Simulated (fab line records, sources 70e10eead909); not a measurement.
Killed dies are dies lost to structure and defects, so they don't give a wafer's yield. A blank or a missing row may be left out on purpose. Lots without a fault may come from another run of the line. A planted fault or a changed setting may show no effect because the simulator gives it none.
Chamber matching | flow nand_harc | NHARC_P_M1_DEP_33 on pecvd-03: 3 sister chambers
The step deposits SiCN, target thk 30 nm. 3 wafers are shown with their chamber, then 9 later ones without.

WAFERS WITH THEIR CHAMBER
wafer  | chamber | heater_power_w (W)
L085.1 | 1       | 713
L084.3 | 2       | 513
L084.6 | 0       | 427

WAFERS WITHOUT THEIR CHAMBER
wafer  | heater_power_w (W)
L086.2 | 462
L086.4 | 463
L086.5 | 753
L087.1 | 441
L087.2 | 576
L087.3 | 751
L095.2 | 490
L095.4 | 676
L095.5 | 506

WHICH CHAMBER EACH WENT THROUGH
wafer  | from the rows above     | in truth
L086.2 | can't be placed: 0 or 2 | 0
L086.4 | can't be placed: 0 or 2 | 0
L086.5 | 1                       | 1
L087.1 | can't be placed: 0 or 2 | 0
L087.2 | 2                       | 2
L087.3 | 1                       | 1
L095.2 | can't be placed: 2 or 0 | 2
L095.4 | 1                       | 1
L095.5 | can't be placed: 2 or 0 | 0
Placed correctly: 4 of 9. Can't be placed from these rows: 5 (the true chamber is among the candidates in 5). Placed wrongly: 0.
How it was worked out, from the rows above alone: a wafer's distance from a chamber is the root of the sum, over the readings, of the square of ((its reading less the chamber's mean) divided by the reading's scatter). The wafer belongs to the nearest chamber; if the next one is less than 2 further off, it can't be placed. A chamber's mean is the mean of its shown wafers. The scatter: with one shown wafer a chamber, the root of the mean of the squares of how far each hidden wafer lies from its nearest shown one.
